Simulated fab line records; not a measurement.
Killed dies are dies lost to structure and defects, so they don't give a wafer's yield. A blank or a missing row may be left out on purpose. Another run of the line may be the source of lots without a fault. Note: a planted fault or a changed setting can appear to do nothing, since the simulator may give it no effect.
Lot-split experiment :: flow n5_finfet :: 21 wafers read across 7 lots, on a route 1938 steps long

## SPLIT DETAILS
At N5_BEOL_M7_ETCH_41 (etches SiCN in CH3F/O2, target depth 31.9 nm, time 57.8 s), the setting bias_w was moved away from the recipe's 75 W on 5 of the 21 wafers read, by -11.4% to +10.9%. All remaining wafers had this setting at the recipe value.

The split's own step is where the reading is taken.

## THE READING
rf_vpp_V, in V, at N5_BEOL_M7_ETCH_41 (etches SiCN in CH3F/O2, target depth 31.9 nm, time 57.8 s). Fault-free wafers of this fab line usually give 298.0 V, standard deviation 1.4 V.

wafer: L081.1
tool, chamber at the split: rie_diel-03, 2
bias_w as run, W: 75
against the recipe: recipe
rf_vpp_V, V: 298.1
against lot-mates on the recipe: -

wafer: L081.4
tool, chamber at the split: rie_diel-03, 0
bias_w as run, W: 75
against the recipe: recipe
rf_vpp_V, V: 297.4
against lot-mates on the recipe: -

wafer: L081.5
tool, chamber at the split: rie_diel-03, 1
bias_w as run, W: 75
against the recipe: recipe
rf_vpp_V, V: 298.7
against lot-mates on the recipe: -

wafer: L083.1
tool, chamber at the split: rie_diel-05, 0
bias_w as run, W: 75
against the recipe: recipe
rf_vpp_V, V: 299.0
against lot-mates on the recipe: -

wafer: L083.4
tool, chamber at the split: rie_diel-05, 1
bias_w as run, W: 75
against the recipe: recipe
rf_vpp_V, V: 299.3
against lot-mates on the recipe: -

wafer: L083.5
tool, chamber at the split: rie_diel-05, 1
bias_w as run, W: 75
against the recipe: recipe
rf_vpp_V, V: 296.0
against lot-mates on the recipe: -

wafer: L084.1
tool, chamber at the split: rie_diel-03, 3
bias_w as run, W: 68.7
against the recipe: -8.4%
rf_vpp_V, V: 280.3
against lot-mates on the recipe: -17.2

wafer: L084.3
tool, chamber at the split: rie_diel-03, 2
bias_w as run, W: 75
against the recipe: recipe
rf_vpp_V, V: 297.5
against lot-mates on the recipe: -

wafer: L084.6
tool, chamber at the split: rie_diel-03, 0
bias_w as run, W: 68.7
against the recipe: -8.4%
rf_vpp_V, V: 282.7
against lot-mates on the recipe: -14.8

wafer: L085.4
tool, chamber at the split: rie_diel-03, 3
bias_w as run, W: 66.42
against the recipe: -11.4%
rf_vpp_V, V: 275.4
against lot-mates on the recipe: -21.0

wafer: L085.5
tool, chamber at the split: rie_diel-03, 0
bias_w as run, W: 66.42
against the recipe: -11.4%
rf_vpp_V, V: 275.9
against lot-mates on the recipe: -20.5

wafer: L085.6
tool, chamber at the split: rie_diel-03, 1
bias_w as run, W: 75
against the recipe: recipe
rf_vpp_V, V: 296.4
against lot-mates on the recipe: -

wafer: L086.2
tool, chamber at the split: rie_diel-04, 0
bias_w as run, W: 75
against the recipe: recipe
rf_vpp_V, V: 298.6
against lot-mates on the recipe: -

wafer: L086.4
tool, chamber at the split: rie_diel-04, 3
bias_w as run, W: 75
against the recipe: recipe
rf_vpp_V, V: 296.4
against lot-mates on the recipe: -

wafer: L086.6
tool, chamber at the split: rie_diel-04, 3
bias_w as run, W: 75
against the recipe: recipe
rf_vpp_V, V: 294.8
against lot-mates on the recipe: -

wafer: L088.3
tool, chamber at the split: rie_diel-05, 0
bias_w as run, W: 75
against the recipe: recipe
rf_vpp_V, V: 298.6
against lot-mates on the recipe: -

wafer: L088.4
tool, chamber at the split: rie_diel-05, 1
bias_w as run, W: 75
against the recipe: recipe
rf_vpp_V, V: 298.7
against lot-mates on the recipe: -

wafer: L088.5
tool, chamber at the split: rie_diel-05, 3
bias_w as run, W: 75
against the recipe: recipe
rf_vpp_V, V: 299.8
against lot-mates on the recipe: -

wafer: L095.3
tool, chamber at the split: rie_diel-03, 0
bias_w as run, W: 83.15
against the recipe: +10.9%
rf_vpp_V, V: 319.1
against lot-mates on the recipe: +19.5

wafer: L095.4
tool, chamber at the split: rie_diel-03, 1
bias_w as run, W: 75
against the recipe: recipe
rf_vpp_V, V: 301.3
against lot-mates on the recipe: -

wafer: L095.6
tool, chamber at the split: rie_diel-03, 3
bias_w as run, W: 75
against the recipe: recipe
rf_vpp_V, V: 297.9
against lot-mates on the recipe: -

THE FIT
A straight line over all 21 wafers: rf_vpp_V changes by +1.95 V for each +1% of bias_w; r = +0.99; the points scatter about the line by 1.5 V.
The same after taking each lot's own level away (the mean of its wafers on the recipe; 21 wafers): +1.83 V for each +1%; r = +0.99; scatter 1.2 V.
On that fit, the largest move of bias_w shifts the reading by 21 V.
The span of the lots' own levels, 296.40 to 299.60 V, comes to 2.3 times the standard deviation stated above.
So the lot-to-lot level changes the slope little: the two slopes agree.
Check: -21 V against its lot-mates is what the line predicts for one of the wafers moved furthest among these (-11.4%) when that wafer is left out of the fit. Against them it came out at -21 V.
Tool readings at the split's step, against how far the setting was moved: rf_vpp_V r = +0.99.

## OTHER SPLITS APPLIED TO THESE WAFERS
These wafers also went through other splits before the reading. Each is held against what the fit with the lots' levels taken away leaves over:
other split on the same wafers: N5_BEOL_M4_ILD_DEP_00 time_s
wafers away from the commonest value: 8
r with rf_vpp_V (lot level and that fit taken away): +0.06

other split on the same wafers: N5_BEOL_M4_COAT_73 spin_rpm
wafers away from the commonest value: 5
r with rf_vpp_V (lot level and that fit taken away): -0.35

other split on the same wafers: N5_BEOL_M4_DESCUM_33 time_s
wafers away from the commonest value: 5
r with rf_vpp_V (lot level and that fit taken away): -0.32

other split on the same wafers: N5_BEOL_M5_COAT_22 spin_rpm
wafers away from the commonest value: 2
r with rf_vpp_V (lot level and that fit taken away): -0.11

other split on the same wafers: N5_BEOL_M5_EXPOSE_25 dose_mj
wafers away from the commonest value: 4
r with rf_vpp_V (lot level and that fit taken away): -0.16

## THE WHOLE CHAIN: every reading that the file lists as answering this split, in the file's order
step: N5_BEOL_M7_ETCH_41
what it does: etches SiCN in CH3F/O2, target depth 31.9 nm, time 57.8 s
reading: rf_vpp_V
change (the file's fit): +1.82 V for each +1% of the setting
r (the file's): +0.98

step: N5_BEOL_M7_ETCH_41
what it does: etches SiCN in CH3F/O2, target depth 31.9 nm, time 57.8 s
reading: etch.depth_nm (the simulator's own value, which no gauge read)
change (the file's fit): +0.0996 nm for each +1% of the setting
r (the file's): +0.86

## FILE'S OWN FIT
rf_vpp_V changes by +1.82 V for each +1% of bias_w, r = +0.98.
